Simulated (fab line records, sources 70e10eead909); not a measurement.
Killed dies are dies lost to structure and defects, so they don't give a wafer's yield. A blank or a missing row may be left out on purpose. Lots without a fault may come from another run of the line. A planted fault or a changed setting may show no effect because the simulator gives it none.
Which tool did it? | flow nand_harc | 10 lots, 30 wafers sampled, at 5 steps of a route of 1159

WHAT THE GAUGES READ, wafer by wafer
NHARC_END_SORT_01.
lot  | measured     | on        | killed_at_array | killed_at_other | killed_at_periphery | killed_dies | killed_open | killed_short
L739 | day 19 11:49 | prober-01 | 7 11 13         | 1 1 1           | 1 1 2               | 9 13 16     | 2 5 3       | 0 0 2

WHICH TOOL RAN EACH LOT (tool, then ch and the chambers of the sampled wafers, then the start)
lot  | NHARC_A_STAIRCASE_ETCH_292         | NHARC_A_STAIRCASE_HM_OPEN_463                 | NHARC_A_STAIRCASE_ETCH_453         | NHARC_A_STAIRCASE_STRIP_316
L739 | rie_diel-02 ch 1,2,3, day 12 01:23 | rie_diel-02 ch 0,2,3, day 12 07:09 or earlier | rie_diel-02 ch 0,2,3, day 12 07:09 | rie_diel-02 ch 0,3, day 19 11:49 or earlier
L738 | rie_diel-09 ch 1,3, day 12 05:53   | rie_diel-03 ch 0,3, day 12 12:13 or earlier   | rie_diel-03 ch 0,1,2, day 12 12:13 | rie_diel-03 ch 0,2, no start
L740 | rie_diel-02 ch 2,3, day 12 15:55   | rie_diel-03 ch 0,2,3, day 12 23:11 or earlier | rie_diel-03 ch 1,2,3, day 12 23:11 | rie_diel-03 ch 0,3, no start
L745 | rie_diel-02 ch 1,3, day 13 15:25   | rie_diel-09 ch 0,1,2, day 13 22:01 or earlier | rie_diel-09 ch 0,1,2, day 13 22:01 | rie_diel-09 ch 0,3, no start
L744 | rie_diel-09 ch 1,2, day 13 19:32   | rie_diel-09 ch 1,2,3, day 14 02:19 or earlier | rie_diel-09 ch 0,1,2, day 14 02:19 | rie_diel-09 ch 0,1,3, no start
L746 | rie_diel-09 ch 1,2,3, day 14 05:54 | rie_diel-03 ch 0,1,3, day 14 11:31 or earlier | rie_diel-03 ch 2,3, day 14 11:31   | rie_diel-03 ch 1,2, no start
L747 | rie_diel-03 ch 2,3, day 14 16:12   | rie_diel-03 ch 0,3, day 14 22:17 or earlier   | rie_diel-03 ch 0,1,3, day 14 22:17 | rie_diel-03 ch 0,1,2, no start
L753 | rie_diel-03 ch 0,1, day 15 20:04   | rie_diel-03 ch 0,2,3, day 16 04:47 or earlier | rie_diel-03 ch 0,1,3, day 16 04:47 | rie_diel-03 ch 0,1, no start
L754 | rie_diel-03 ch 0,2, day 15 21:46   | rie_diel-09 ch 0,2,3, day 16 06:37 or earlier | rie_diel-09 ch 0,3, day 16 06:37   | rie_diel-09 ch 0,1,3, no start
L759 | rie_diel-09 ch 1,3, day 17 14:41   | rie_diel-02 ch 0,2,3, day 17 21:44 or earlier | rie_diel-02 ch 1,2,3, day 17 21:44 | rie_diel-02 ch 1,2,3, no start
- NHARC_A_STAIRCASE_ETCH_292: etches the open film in CF4/CHF3.
- NHARC_A_STAIRCASE_HM_OPEN_463: chemistry O2/COS.
- NHARC_A_STAIRCASE_ETCH_453: etches the open film in CF4/O2, target depth 30 nm, overetch 3 nm, time 16.5 s.
- NHARC_A_STAIRCASE_STRIP_316: strips in O2.

WHAT THE TOOLS THEMSELVES READ (means of the sampled wafers that have a number; where no wafer has one, the mark that the record gives instead)
NHARC_A_STAIRCASE_ETCH_292.
lot  | tool        | cf4_flow_sccm (sccm) | drypump_motor_current_A (A) | oes_product_au (a.u.) | rf_vpp_V (V) | showerhead_plenum_p_Torr (Torr) | throttle_valve_pct (%)
L739 | rie_diel-02 | 100.0                | 5.7                         | 0.923                 | 370.3        | 1.59                            | 16.815
L738 | rie_diel-09 | 100.1                | 5.9                         | 0.949                 | 374.2        | 1.67                            | 16.802
L740 | rie_diel-02 | 100.1                | 5.8                         | 0.968                 | 371.5        | 1.62                            | 16.801
L745 | rie_diel-02 | 99.4                 | 5.6                         | 0.962                 | 369.4        | 1.55                            | 16.807
L744 | rie_diel-09 | 99.9                 | 5.5                         | 0.984                 | 371.1        | 1.61                            | 16.806
L746 | rie_diel-09 | 99.7                 | 5.7                         | 0.970                 | 372.8        | 1.64                            | 16.817
L747 | rie_diel-03 | 100.1                | 5.9                         | 0.939                 | 369.7        | 1.55                            | 16.796
L753 | rie_diel-03 | 100.1                | 5.6                         | 0.973                 | 367.2        | 1.48                            | 16.806
L754 | rie_diel-03 | 99.8                 | 5.2                         | 0.933                 | 371.0        | 1.57                            | 16.804
L759 | rie_diel-09 | 100.1                | 5.5                         | 0.952                 | 372.9        | 1.65                            | 16.817

NHARC_A_STAIRCASE_HM_OPEN_463.
lot  | tool        | drypump_motor_current_A (A) | oes_product_au (a.u.) | rf_vpp_V (V) | showerhead_plenum_p_Torr (Torr) | throttle_valve_pct (%)
L739 | rie_diel-02 | 5.8                         | 0.993                 | 468          | 3.15                            | 28.330
L738 | rie_diel-03 | 5.6                         | 0.999                 | 464          | 2.99                            | 28.330
L740 | rie_diel-03 | 5.6                         | 1.007                 | 467          | 3.10                            | 28.337
L745 | rie_diel-09 | 5.5                         | 1.002                 | 466          | 3.13                            | 28.337
L744 | rie_diel-09 | 5.7                         | 1.003                 | 469          | 3.25                            | 28.332
L746 | rie_diel-03 | 5.7                         | 1.006                 | 463          | 2.95                            | 28.335
L747 | rie_diel-03 | 5.5                         | 1.007                 | 464          | 2.98                            | 28.328
L753 | rie_diel-03 | 5.6                         | 1.011                 | 466          | 3.09                            | 28.331
L754 | rie_diel-09 | 5.8                         | 1.013                 | 468          | 3.14                            | 28.324
L759 | rie_diel-02 | 5.7                         | 0.992                 | 467          | 3.13                            | 28.334

NHARC_A_STAIRCASE_ETCH_453.
lot  | tool        | cf4_flow_sccm (sccm) | drypump_motor_current_A (A) | oes_ar_750_au (a.u.) | oes_f_703_au (a.u.) | oes_o_777_au (a.u.) | oes_product_au (a.u.) | rf_vpp_V (V) | showerhead_plenum_p_Torr (Torr) | throttle_valve_pct (%)
L739 | rie_diel-02 | 79.93                | 5.7                         | 0.998                | 0.999               | 0.998               | 0.998                 | 198.4        | 1.35                            | 13.394
L738 | rie_diel-03 | 80.29                | 5.4                         | 1.000                | 0.993               | 0.994               | 1.005                 | 197.2        | 1.32                            | 13.400
L740 | rie_diel-03 | 79.89                | 5.7                         | 1.003                | 1.002               | 0.996               | 0.997                 | 197.1        | 1.31                            | 13.395
L745 | rie_diel-09 | 80.01                | 5.4                         | 1.000                | 0.998               | 1.000               | 1.000                 | 197.7        | 1.34                            | 13.400
L744 | rie_diel-09 | 79.90                | 5.4                         | 1.005                | 0.998               | 0.994               | 1.000                 | 197.8        | 1.34                            | 13.408
L746 | rie_diel-03 | 80.27                | 5.9                         | 1.002                | 1.000               | 0.995               | 0.997                 | 196.8        | 1.31                            | 13.408
L747 | rie_diel-03 | 79.86                | 5.7                         | 0.995                | 1.000               | 0.999               | 1.000                 | 196.2        | 1.26                            | 13.412
L753 | rie_diel-03 | 66.55                | 5.7                         | 0.999                | 1.048               | 1.344               | 1.005                 | 195.8        | 1.13                            | 12.381
L754 | rie_diel-09 | 80.05                | 5.8                         | 1.000                | 1.001               | 1.000               | 1.010                 | 196.6        | 1.31                            | 13.398
L759 | rie_diel-02 | 79.89                | 5.7                         | 0.995                | 0.999               | 1.002               | 0.991                 | 197.8        | 1.34                            | 13.390

NHARC_A_STAIRCASE_STRIP_316.
lot  | tool        | drypump_motor_current_A (A) | oes_product_au (a.u.) | rf_vpp_V (V) | showerhead_plenum_p_Torr (Torr) | throttle_valve_pct (%)
L739 | rie_diel-02 | 5.7                         | 0.997                 | 58.1         | 3.41                            | 17.034
L738 | rie_diel-03 | 5.3                         | 1.008                 | 57.6         | 3.54                            | 17.044
L740 | rie_diel-03 | 5.6                         | 1.010                 | 58.1         | 3.37                            | 17.038
L745 | rie_diel-09 | 5.8                         | 1.010                 | 57.5         | 3.49                            | 17.041
L744 | rie_diel-09 | 5.6                         | 0.998                 | 58.0         | 3.60                            | 17.040
L746 | rie_diel-03 | 5.4                         | 1.002                 | 58.3         | 3.62                            | 17.040
L747 | rie_diel-03 | 5.4                         | 1.008                 | 57.9         | 3.49                            | 17.035
L753 | rie_diel-03 | 5.4                         | 1.005                 | 58.1         | 3.35                            | 17.036
L754 | rie_diel-09 | 5.6                         | 0.995                 | 57.8         | 3.59                            | 17.037
L759 | rie_diel-02 | 5.7                         | 0.987                 | 58.4         | 3.54                            | 17.038

THE ANSWER, worked out from the rows above alone
Rule: what is usual is taken from the lots themselves. Put in order of their means at a reading, lots are off if they are a third of the lots or fewer, leave a main group of 4 or more, and stand apart from it by a gap of 3 or more times the standard deviation of the main group's means; of several such gaps the widest counts. A main group whose means are all the same, to the digits that the tables above print for the reading, isn't used. A lot without any number at a reading at which 4 lots or more have one is off too. The other lots that the step has rows for count as sound. The gauges are gone through in route order, then the tools' own readings, and for those a lot's mean is taken as printed above. The first step at which some lot is off is used, and at that step the reading that is off furthest; a lot without a number counts as furthest.
Off: L753, at NHARC_A_STAIRCASE_ETCH_453 (throttle_valve_pct). The main group: mean 13.401 %, standard deviation 0.0069.
A tool fits if, at that step or a process step before it, it ran every lot that is off, and no sound lot after the first of them. NHARC_A_STAIRCASE_HM_OPEN_463 gives no start for some lots, so the hours and the order of its lots are those of NHARC_A_STAIRCASE_ETCH_453. One fits: rie_diel-03 at NHARC_A_STAIRCASE_HM_OPEN_463 and NHARC_A_STAIRCASE_ETCH_453. At NHARC_A_STAIRCASE_HM_OPEN_463 its last sound lot is L747 (day 14 22:17), its first lot that is off L753 (day 16 04:47): a fault that began between those two fits.

WHAT THE SIMULATOR HAD PUT IN
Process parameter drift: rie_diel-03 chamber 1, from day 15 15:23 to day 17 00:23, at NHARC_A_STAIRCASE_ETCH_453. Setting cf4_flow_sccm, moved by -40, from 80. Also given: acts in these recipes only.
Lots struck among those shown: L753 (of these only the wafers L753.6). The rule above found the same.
